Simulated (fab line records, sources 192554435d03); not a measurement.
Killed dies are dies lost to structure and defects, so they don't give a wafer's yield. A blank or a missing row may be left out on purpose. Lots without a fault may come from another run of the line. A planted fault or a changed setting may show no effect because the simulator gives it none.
fab line records | flow n5_finfet
record lots=7 wafers=39
route steps=1938 shown FIN_SAQP@96 DUMMY_GATE@228 SD_EPI_P@314 MOL_CONTACT_COAG@551
start_h: hours from the record's first day to the start of the lot's first wafer shown | wait_h: hours since the lot's step before | " the same as in the row above | L1.1+2: a row that stands for several wafers | - no value, or no start given | * or withheld: withheld | < > ~ a bound
route shown NAME@n: a module of which the file shows steps, and the number in the route of the first | usual: mean/standard deviation of fault-free wafers | same: alike in all rows | chamber/n: place in a boat | sites: the reading at each site | _std_site: their standard deviation | _edge_site: outer sites' mean less inner sites' | radius_mm: how far each site lies from the wafer's centre | mask NAME#n: copy n | behind: the tool/chamber that last shaped the wafer | hold: why the lot was held/for how many hours/how that ended | device: the transistor (n, p or np) that didn't switch | end of line: the same wafers' tests at the end of the route | a step without rows: its recipe alone | killed: dies lost to structure and defects at the first sort, not the wafer's yield | map: a wafer's dies, x killed, . not, _ none there
set.NAME: the setting as run; set.NAME@STEP: as run at that earlier step | model.NAME: the simulator's own value behind a step, which no gauge read
lots whose settings were changed on purpose; a table a step, a row a wafer
## steps
# step N5_FIN_SAQP_HM_DEP_03
# recipe material=SiNx target_thk_a=380 temp_c=400 precursor=SiH4/NH3/N2 pressure_torr=1.5 rf_w=300 time_s=33.6
# columns lot.wafer tool chamber start_h wait_h set.time_s model.SiNx_of_FIN_SAQP_HM_DEP_03.thk_nm
L076.1 pecvd-04 0 34.52 0.2 33.6 36.93
L076.2 " 1 " " 33.6 36.9
L076.3 " 1 " " 33.6 37.71
L076.4 " 0 " " 33.6 37.56
L076.5 " 1 " " 33.6 37.14
L076.6 " 0 " " 33.6 37.8
L078.1 pecvd-02 1 44.39 0.2 33.6 37.35
L078.2 " 2 " " 33.6 36.73
L078.3 " 0 " " 33.6 36.86
L078.4 " 1 " " 33.6 37.84
L078.5 " 2 " " 33.6 37.17
L078.6 " 0 " " 33.6 37.78
L079.1 pecvd-01 1 51.38 0.2 33.6 37.58
L079.2 " 0 " " 33.6 37.98
L079.3 " 1 " " 33.6 38.55
L079.4 " 0 " " 33.6 38.36
L079.5 " 0 " " 33.6 38.53
L079.6 " 1 " " 33.6 38.31
L080.2 pecvd-04 1 57.30 0.2 33.6 38.08
L080.5 " 0 " " 33.6 37.78
L080.6 " 2 " " 33.6 38.86
L090.1 pecvd-04 0 117.04 0.2 33.6 38.24
L090.2 " 2 " " 35.83 41.65
L090.3 " 1 " " 35.83 40.27
L090.4 " 0 " " 35.83 41.3
L090.5 " 2 " " 33.6 38.88
L090.6 " 1 " " 33.6 38.64
L094.1 pecvd-01 1 141.10 0.2 33.6 38.34
L094.2 " 2 " " 30.45 34.77
L094.3 " 0 " " 30.45 34.63
L094.4 " 1 " " 33.6 38.83
L094.5 " 0 " " 33.6 38.95
L094.6 " 2 " " 30.45 35.1
L097.1 pecvd-04 2 158.78 0.2 33.6 37.96
L097.2 " 1 " " 33.6 37.15
L097.3 " 0 " " 37.9 42.36
L097.4 " 0 " " 33.6 38.22
L097.5 " 1 " " 37.9 42.34
L097.6 " 2 " " 37.9 43.75
# step N5_FIN_SAQP_THK_MEAS_05
# usual thk_nm=38.0/0.61
# columns lot.wafer tool chamber start_h wait_h set.time_s@FIN_SAQP_HM_DEP_03 thk_nm
L076.1 film_metro-02 - 34.63 0.1 33.6 36.9
L076.2 " - " " 33.6 36.9
L076.3 " - " " 33.6 37.7
L076.4 " - " " 33.6 37.6
L076.5 " - " " 33.6 37.1
L076.6 " - " " 33.6 37.8
L078.1 film_metro-02 - 44.48 0.1 33.6 37.3
L078.2 " - " " 33.6 36.7
L078.3 " - " " 33.6 36.8
L078.4 " - " " 33.6 37.8
L078.5 " - " " 33.6 37.2
L078.6 " - " " 33.6 37.8
L079.1 film_metro-02 - 51.49 0.1 33.6 37.6
L079.2 " - " " 33.6 37.9
L079.3 " - " " 33.6 38.5
L079.4 " - " " 33.6 38.4
L079.5 " - " " 33.6 38.6
L079.6 " - " " 33.6 38.3
L080.2 film_metro-02 - 57.39 0.1 33.6 38.1
L080.5 " - " " 33.6 37.8
L080.6 " - " " 33.6 38.9
L090.1 film_metro-02 - 117.13 0.1 33.6 38.2
L090.2 " - " " 35.83 41.6
L090.3 " - " " 35.83 40.2
L090.4 " - " " 35.83 41.3
L090.5 " - " " 33.6 38.9
L090.6 " - " " 33.6 38.7
L094.1 film_metro-02 - 141.18 0.1 33.6 38.3
L094.2 " - " " 30.45 34.8
L094.3 " - " " 30.45 34.6
L094.4 " - " " 33.6 38.8
L094.5 " - " " 33.6 39.0
L094.6 " - " " 30.45 35.1
L097.1 film_metro-02 - 158.86 0.1 33.6 38.0
L097.2 " - " " 33.6 37.2
L097.3 " - " " 37.9 42.4
L097.4 " - " " 33.6 38.2
L097.5 " - " " 37.9 42.4
L097.6 " - " " 37.9 43.7
# step N5_FIN_SAQP_MANDREL_ETCH_58
# recipe chemistry=HBr/Cl2 target=a-Si target_depth_a=450 bt_time_s=10 stop_on=SiNx mask_material=SiO2 over_etch_frac=0.8 time_s=27 pressure_mtorr=10 icp_w=800 bias_w=75 HBr_flow_sccm=150 Cl2_flow_sccm=80 ends=end_point
# columns lot.wafer tool chamber start_h wait_h set.bias_w set.time_s@FIN_SAQP_HM_DEP_03 model.SiNx_of_FIN_SAQP_HM_DEP_03.thk_nm
L076.1+2 rie_si-02 3,0 38.55 0.0 75 33.6 36.8
L076.3 " 1 " " 75 33.6 37.71
L076.4 " 2 " " 75 33.6 37.56
L076.5 " 0 " " 75 33.6 37
L076.6 " 3 " " 75 33.6 37.8
L078.1 rie_si-05 3 47.84 0.0 75 33.6 37.35
L078.2 " 2 " " 75 33.6 36.73
L078.3 " 1 " " 75 33.6 36.8
L078.4+6 " 0,2 " " 86.22 33.6 37.4
L078.5 " 1 " " 86.22 33.6 36.6
L079.1 rie_si-05 1 54.82 0.0 75 33.6 37.6
L079.2 " 0 " " 75 33.6 38
L079.3 " 2 " " 75 33.6 38.55
L079.4 " 3 " " 75 33.6 38.36
L079.5 " 0 " " 75 33.6 38.6
L079.6 " 1 " " 75 33.6 38.2
L080.2 rie_si-02 2 61.45 0.0 75 33.6 38.08
L080.5 " 2 " " 75 33.6 37.78
L080.6 " 1 " " 75 33.6 38.86
L090.1 rie_si-03 2 120.49 0.0 75 33.6 38.24
L090.2 " 3 " " 66.2 35.83 41.65
L090.3 " 0 " " 66.2 35.83 40.27
L090.4 " 1 " " 75 35.83 41.3
L090.5 " 2 " " 75 33.6 38.88
L090.6 " 3 " " 66.2 33.6 38.64
L094.1 rie_si-03 3 144.12 0.0 75 33.6 38.2
L094.2 " 2 " " 75 30.45 34.77
L094.3 " 0 " " 75 30.45 34.63
L094.4 " 1 " " 75 33.6 38.83
L094.5 " 2 " " 75 33.6 38.95
L094.6 " 1 " " 75 30.45 35.1
L097.1 rie_si-05 1 161.95 0.0 84.49 33.6 37.6
L097.2 " 0 " " 75 33.6 37.2
L097.3 " 2 " " 84.49 37.9 42.2
L097.4 " 3 " " 75 33.6 38.22
L097.5 " 1 " " 84.49 37.9 42
L097.6 " 0 " " 75 37.9 43.8
# step N5_FIN_SAQP_RECESS_63
# recipe chemistry=HF/NH3 target=SiO2 target_depth_a=180 afs_cycles=3 temp_c=30 sublimation_temp_c=180 sublimation_time_s=60
# step N5_FIN_SAQP_COAT_68
# recipe resist=SOC temp_c=250 time_s=60 spin_rpm=1500 resist_thk_nm=100
# step N5_FIN_SAQP_MANDREL2_REMOVE_60
# recipe chemistry=HBr/Cl2/O2 bt_time_s=10 target=a-Si stop_on=SiNx endpoint=OES-SiCl over_etch_frac=1 icp_w=600 bias_w=22 HBr_flow_sccm=150 Cl2_flow_sccm=80 O2_flow_sccm=5 pressure_mtorr=10
# step N5_FIN_SAQP_HM_OPEN_33
# recipe chemistry=CH3F/O2 target=SiNx mask_material=SiO2 target_depth_a=494 time_s=70.6 pressure_mtorr=30 source_w=395 bias_w=73 Ar_flow_sccm=150 CH3F_flow_sccm=30 O2_flow_sccm=20 ion_energy_ev=120 ends=cleared
# usual etch_rf_on_time_s=69.7/1.7
# columns lot.wafer tool chamber start_h wait_h set.time_s@FIN_SAQP_HM_DEP_03 etch_rf_on_time_s model.etch.depth_nm
L076.1 rie_diel-04 3 40.09 0.0 33.6 67.8 36.27
L076.2 " 0 " " 33.6 67.9 36.2
L076.3 " 1 " " 33.6 71.1 37.08
L076.4 " 2 " " 33.6 69.1 36.93
L076.5 " 1 " " 33.6 70.1 36.44
L076.6 " 0 " " 33.6 70.3 37.14
L078.1 rie_diel-01 3 49.60 0.0 33.6 66.7 36.73
L078.2 " 0 " " 33.6 68.4 36.1
L078.3 " 2 " " 33.6 65.7 36.17
L078.4 " 1 " " 33.6 68.3 36.8
L078.5 " 2 " " 33.6 65.9 36.07
L078.6 " 1 " " 33.6 68.7 36.85
L079.1 rie_diel-01 1 56.32 0.0 33.6 68.9 36.89
L079.2 " 3 " " 33.6 67.5 37.34
L079.3 " 0 " " 33.6 71.0 37.92
L079.4 " 2 " " 33.6 68.3 37.73
L079.5 " 1 " " 33.6 70.1 37.89
L079.6 " 0 " " 33.6 71.1 37.62
L080.2 rie_diel-02 2 63.36 0.0 33.6 71.0 37.45
L080.5 " 1 " " 33.6 67.7 37.16
L080.6 " 3 " " 33.6 72.4 38.23
L090.1 rie_diel-04 1 122.00 0.2 33.6 71.9 37.61
L090.2 " 2 " " 35.83 76.1 41.03
L090.3 " 3 " " 35.83 72.9 39.64
L090.4 " 2 " " 35.83 75.6 40.68
L090.5 " 3 " " 33.6 70.2 38.25
L090.6 " 1 " " 33.6 72.1 38.02
L094.1 rie_diel-04 0 145.53 0.0 33.6 70.0 37.58
L094.2 " 3 " " 30.45 62.4 34.14
L094.3 " 2 " " 30.45 64.0 34
L094.4 " 1 " " 33.6 73.1 38.2
L094.5 " 0 " " 33.6 71.1 38.33
L094.6 " 3 " " 30.45 63.5 34.47
L097.1 rie_diel-01 3 163.41 0.0 33.6 67.8 36.92
L097.2 " 2 " " 33.6 66.3 36.51
L097.3 " 0 " " 37.9 77.3 41.49
L097.4 " 1 " " 33.6 68.4 37.59
L097.5 " 1 " " 37.9 76.0 41.3
L097.6 " 0 " " 37.9 80.8 43.1
# step N5_DUMMY_GATE_EXPOSE_12
# recipe mask_id=GATE na=0.33 source_shape=annular sigma_inner=0.2 sigma_outer=0.6 polarization=unpolarized target_cd_nm=25 dose_mj=34
# columns lot.wafer tool chamber start_h wait_h mask set.dose_mj
L076.1+2+3 euv_scanner-01 0 59.60 - GATE#0 34
L076.4+5+6 " 0 " " GATE#0 33.31
L078.1+3+5 euv_scanner-01 0 69.36 - GATE#0 34
L078.2+4+6 " 0 " " GATE#0 32.46
L079.1+2+3+4+5+6 euv_scanner-01 0 76.09 - GATE#0 34
L080.2+5+6 euv_scanner-02 0 84.52 - GATE#0 34
L090.1+2+6 euv_scanner-02 0 141.43 - GATE#0 31.76
L090.3+4+5 " 0 " " GATE#0 34
L094.1+2+4 euv_scanner-01 0 165.20 - GATE#0 36.11
L094.3+5+6 " 0 " " GATE#0 34
L097.1+4+5 euv_scanner-01 0 185.17 - GATE#0 34
L097.2+3+6 " 0 " " GATE#0 31.87
# step N5_DUMMY_GATE_PEB_13
# recipe peb_temp_c=100 peb_time_s=60 resist=CAR-EUV
# step N5_DUMMY_GATE_DEVELOP_14
# recipe develop_time_s=30 developer=TMAH resist=CAR-EUV rinse_liquid=surfactant_rinse dry=air_spin dev_temp_c=23
# step N5_DUMMY_GATE_CD_MEAS_15
# recipe target_cd_nm=25.8 landing_energy_ev=500 detector=se_inlens
# usual cd_nm=25.00/0.23
# columns lot.wafer tool chamber start_h wait_h set.dose_mj@DUMMY_GATE_EXPOSE_12 cd_nm
L076.1 cd_sem-02 0 59.73 - 34 24.98
L076.2 " 0 " " 34 24.85
L076.3 " 0 " " 34 25.25
L076.4 " 0 " " 33.31 25.37
L076.5 " 0 " " 33.31 25.41
L076.6 " 0 " " 33.31 24.76
L078.1 cd_sem-02 0 69.49 - 34 25.27
L078.2 " 0 " " 32.46 26.28
L078.3 " 0 " " 34 25.06
L078.4 " 0 " " 32.46 26.14
L078.5 " 0 " " 34 25.27
L078.6 " 0 " " 32.46 26.04
L079.1 cd_sem-03 0 76.21 - 34 25.35
L079.2 " 0 " " 34 25.09
L079.3 " 0 " " 34 25.00
L079.4 " 0 " " 34 25.25
L079.5 " 0 " " 34 24.51
L079.6 " 0 " " 34 24.93
L080.2 cd_sem-03 0 84.64 - 34 25.02
L080.5 " 0 " " 34 25.27
L080.6 " 0 " " 34 25.10
L090.1 cd_sem-02 0 141.55 - 31.76 26.41
L090.2 " 0 " " 31.76 26.34
L090.3 " 0 " " 34 25.24
L090.4 " 0 " " 34 24.98
L090.5 " 0 " " 34 25.14
L090.6 " 0 " " 31.76 26.28
L094.1 cd_sem-03 0 165.33 - 36.11 23.72
L094.2 " 0 " " 36.11 24.20
L094.3 " 0 " " 34 24.84
L094.4 " 0 " " 36.11 24.15
L094.5 " 0 " " 34 25.25
L094.6 " 0 " " 34 25.12
L097.1 cd_sem-03 0 185.29 - 34 25.18
L097.2 " 0 " " 31.87 26.38
L097.3 " 0 " " 31.87 26.20
L097.4 " 0 " " 34 24.91
L097.5 " 0 " " 34 24.86
L097.6 " 0 " " 31.87 26.06
# step N5_DUMMY_GATE_STRIP_38
# recipe chemistry=N2/H2 temp_c=40 n2_flow_sccm=200 h2_flow_sccm=200 rf_frequency_hz=6e+07
# step N5_DUMMY_GATE_STRIP_39
# recipe chemistry=N2/H2 temp_c=40 n2_flow_sccm=200 h2_flow_sccm=200 rf_frequency_hz=6e+07
# step N5_DUMMY_GATE_TRIM_49
# recipe chemistry=O2 resist=SOC time_s=29 target_cd_nm=14 source_power_w=300 bias_power_w=0 O2_flow_sccm=100 temp_c=20
# columns lot.wafer tool chamber start_h wait_h set.dose_mj@DUMMY_GATE_EXPOSE_12 model.DUMMY_GATE.cd_nm
L076.1 rie_si-01 0 60.39 0.0 34 13.8
L076.2+3 " 3,2 " " 34 14.2
L076.4 " 1 " " 33.31 14.4
L076.5 " 2 " " 33.31 14.2
L076.6 " 1 " " 33.31 14.8
L078.1 rie_si-01 0 70.25 0.0 34 14.6
L078.2 " 1 " " 32.46 15
L078.3+5 " 3,1 " " 34 14.2
L078.4 " 2 " " 32.46 14.8
L078.6 " 0 " " 32.46 15.2
L079.1 rie_si-04 1 76.57 0.0 34 13.6
L079.2 " 2 " " 34 14
L079.3+5+6 " 0,3,0 " " 34 14.2
L079.4 " 3 " " 34 13.8
L080.2+5 rie_si-06 1 85.00 0.0 34 14
L080.6 " 0 " " 34 13.6
L090.1+2 rie_si-01 3,0 142.08 0.0 31.76 15.8
L090.3 " 1 " " 34 14.4
L090.4 " 1 " " 34 14.2
L090.5 " 3 " " 34 14.6
L090.6 " 0 " " 31.76 15.4
L094.1 rie_si-04 1 165.69 0.0 36.11 12.8
L094.2 " 3 " " 36.11 12.6
L094.3+5 " 2,3 " " 34 13.6
L094.4 " 0 " " 36.11 13.4
L094.6 " 0 " " 34 14.2
L097.1 rie_si-04 1 185.65 0.0 34 13.8
L097.2+3 " 3,2 " " 31.87 15.2
L097.4 " 0 " " 34 14.4
L097.5 " 2 " " 34 14.2
L097.6 " 1 " " 31.87 15.6
# step N5_DUMMY_GATE_ETCH_42
# recipe chemistry=CHF3/O2 target=SiO2 target_depth_a=35 time_s=31 ion_energy_ev=30 bias_w=12 pressure_mtorr=30 source_w=600 Ar_flow_sccm=200 CHF3_flow_sccm=50 O2_flow_sccm=5
# usual rf_vpp_V=42.5/1
# columns lot.wafer tool chamber start_h wait_h set.bias_w rf_vpp_V
L076.1 rie_diel-05 2 61.21 0.0 13.95 48.8
L076.2 " 0 " " 12 40.7
L076.3 " 3 " " 13.95 47.7
L076.4 " 1 " " 12 43.6
L076.5 " 3 " " 13.95 47.6
L076.6 " 0 " " 12 41.8
L078.1 rie_diel-05 2 70.96 0.1 12 41.1
L078.2 " 3 " " 13.98 48.0
L078.3 " 1 " " 13.98 47.7
L078.4 " 1 " " 12 43.1
L078.5 " 2 " " 12 42.3
L078.6 " 3 " " 13.98 46.7
L079.1 rie_diel-06 2 77.42 0.1 13.62 45.1
L079.2 " 3 " " 12 43.3
L079.3 " 0 " " 12 43.7
L079.4 " 3 " " 12 44.1
L079.5 " 2 " " 13.62 46.7
L079.6 " 0 " " 13.62 47.3
L080.2 rie_diel-05 0 86.19 0.5 12 41.6
L080.5 " 3 " " 12 43.1
L080.6 " 0 " " 12 40.6
L090.1 rie_diel-03 2 142.95 0.2 12 43.3
L090.2 " 3 " " 13.02 42.5
L090.3 " 1 " " 12 40.8
L090.4 " 0 " " 12 43.6
L090.5 " 1 " " 13.02 44.8
L090.6 " 2 " " 13.02 45.6
L094.1 rie_diel-03 2 166.39 0.0 12 42.8
L094.2 " 1 " " 12 41.6
L094.3 " 3 " " 12 42.0
L094.4 " 0 " " 12 42.7
L094.5 " 1 " " 12 40.6
L094.6 " 2 " " 12 42.5
L097.1 rie_diel-03 0 186.34 0.0 12 44.8
L097.2 " 2 " " 12 43.1
L097.3 " 1 " " 10.77 37.3
L097.4 " 3 " " 10.77 38.0
L097.5 " 1 " " 10.77 38.2
L097.6 " 2 " " 12 42.9
# step N5_SD_EPI_P_SD_RECESS_17
# recipe chemistry=HBr/Cl2/O2 target_depth_a=391 bt_time_s=3 pressure_mtorr=10 icp_w=800 bias_w=112 HBr_flow_sccm=150 Cl2_flow_sccm=80 O2_flow_sccm=12
# columns lot.wafer tool chamber start_h wait_h set.target_depth_a model.SD_EPI_P.feature_depth_nm model.etch.depth_nm
L076.1 rie_si-04 2 68.27 0.0 391 38.4 38.36
L076.2 " 1 " " 391 39.2 39.29
L076.3 " 0 " " 391 38.2 38.27
L076.4 " 3 " " 391 38.4 38.42
L076.5 " 0 " " 391 38.2 38.2
L076.6 " 3 " " 391 38.2 38.21
L078.1 rie_si-01 1 77.17 0.0 404.4 40.4 40.48
L078.2 " 0 " " 404.4 40.6 40.55
L078.3 " 2 " " 391 39.8 39.84
L078.4 " 3 " " 391 38.2 38.19
L078.5 " 0 " " 391 39.4 39.42
L078.6 " 3 " " 404.4 39.6 39.6
L079.1 rie_si-01 3 84.45 0.0 367.9 35.8 35.8
L079.2 " 1 " " 367.9 36.6 36.56
L079.3 " 2 " " 391 39.2 39.13
L079.4 " 0 " " 367.9 36.8 36.81
L079.5 " 3 " " 391 38.4 38.36
L079.6 " 0 " " 391 38.6 38.61
L080.2 rie_si-01 1 94.81 0.0 391 39.8 39.72
L080.5 " 3 " " 391 38.4 38.42
L080.6 " 0 " " 391 39.4 39.47
L090.1 rie_si-06 3 150.25 0.0 391 37.6 37.55
L090.2 " 2 " " 391 38.6 38.67
L090.3 " 0 " " 427.8 42.8 42.7
L090.4 " 1 " " 427.8 42.2 42.26
L090.5 " 2 " " 391 38.2 38.28
L090.6 " 1 " " 427.8 42 41.92
L094.1 rie_si-04 3 173.07 0.0 422.7 41.6 41.69
L094.2 " 0 " " 391 38.8 38.81
L094.3 " 2 " " 422.7 41.8 41.87
L094.4 " 1 " " 422.7 43 43.07
L094.5 " 0 " " 391 38.8 38.86
L094.6 " 3 " " 391 38.4 38.39
L097.1 rie_si-01 3 193.58 0.0 391 38.4 38.48
L097.2 " 0 " " 362.4 36.2 36.15
L097.3 " 1 " " 362.4 36.2 36.22
L097.4 " 2 " " 362.4 37.2 37.16
L097.5 " 1 " " 391 39.2 39.14
L097.6 " 2 " " 391 39.4 39.43
# step N5_MOL_CONTACT_COAG_SPUTTER_130
# recipe material=Co target_thk_a=475 temp_c=25 chamber_pressure_pa=0.5 power_w=3000
# columns lot.wafer tool chamber start_h wait_h set.target_thk_a model.Co_of_MOL_CONTACT_COAG_SPUTTER_130.thk_nm
L076.1 pvd_sputter-03 - 106.95 0.0 496.5 50.2
L076.2 " - " " 496.5 49.2
L076.3+5 " - " " 475 47.8
L076.4 " - " " 475 47.4
L076.6 " - " " 496.5 50
L078.1+5 pvd_sputter-03 - 115.42 0.0 475 47.4
L078.2+3+4 " - " " 475 47.6
L078.6 " - " " 475 47.8
L079.1 pvd_sputter-01 - 124.17 0.0 428.1 43.6
L079.2 " - " " 475 47.2
L079.3 " - " " 475 48
L079.4 " - " " 428.1 43
L079.5 " - " " 475 48.6
L079.6 " - " " 428.1 42.8
L080.2 pvd_sputter-03 - 134.10 0.0 475 48.4
L080.5 " - " " 475 47.4
L080.6 " - " " 475 47.8
L090.1 pvd_sputter-02 - 190.70 0.0 520.1 51.4
L090.2 " - " " 520.1 51
L090.3 " - " " 520.1 52
L090.4 " - " " 475 47
L090.5 " - " " 475 47.2
L090.6 " - " " 475 46.8
L094.1+5 pvd_sputter-01 - 210.89 0.0 475 47.4
L094.2+3 " - " " 475 48
L094.4 " - " " 475 47.6
L094.6 " - " " 475 47.8
L097.1 pvd_sputter-03 - 232.36 0.0 475 47.4
L097.2+5 " - " " 475 47.8
L097.3 " - " " 475 47
L097.4 " - " " 475 47.2
L097.6 " - " " 475 48
## key
split step=N5_FIN_SAQP_HM_DEP_03 setting=time_s stated=33.6 by=wafer
response step=N5_FIN_SAQP_HM_DEP_03 reading=model.SiNx_of_FIN_SAQP_HM_DEP_03.thk_nm change=+0.397 per=1% r=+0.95
response step=N5_FIN_SAQP_THK_MEAS_05 reading=thk_nm change=* per=1% r=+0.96
response step=N5_FIN_SAQP_MANDREL_ETCH_58 reading=model.SiNx_of_FIN_SAQP_HM_DEP_03.thk_nm change=+0.393 per=1% r=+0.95
response step=N5_FIN_SAQP_HM_OPEN_33 reading=etch_rf_on_time_s change=* per=1% r=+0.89
response step=N5_FIN_SAQP_HM_OPEN_33 reading=model.etch.depth_nm change=+0.392 per=1% r=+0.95
split step=N5_FIN_SAQP_MANDREL_ETCH_58 setting=bias_w stated=75 by=wafer
response none clear
split step=N5_DUMMY_GATE_EXPOSE_12 setting=dose_mj stated=34 by=wafer
response step=N5_DUMMY_GATE_CD_MEAS_15 reading=cd_nm change=-0.184 per=1% r=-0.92
response step=N5_DUMMY_GATE_TRIM_49 reading=model.DUMMY_GATE.cd_nm change=-0.172 per=1% r=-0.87
split step=N5_DUMMY_GATE_ETCH_42 setting=bias_w stated=12 by=wafer
response step=N5_DUMMY_GATE_ETCH_42 reading=rf_vpp_V change=+0.33 per=1% r=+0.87
split step=N5_SD_EPI_P_SD_RECESS_17 setting=target_depth_a stated=391 by=wafer
response step=N5_SD_EPI_P_SD_RECESS_17 reading=model.SD_EPI_P.feature_depth_nm change=+0.405 per=1% r=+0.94
response step=N5_SD_EPI_P_SD_RECESS_17 reading=model.etch.depth_nm change=+0.405 per=1% r=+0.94
split step=N5_MOL_CONTACT_COAG_SPUTTER_130 setting=target_thk_a stated=475 by=wafer
response step=N5_MOL_CONTACT_COAG_SPUTTER_130 reading=model.Co_of_MOL_CONTACT_COAG_SPUTTER_130.thk_nm change=+0.478 per=1% r=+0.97
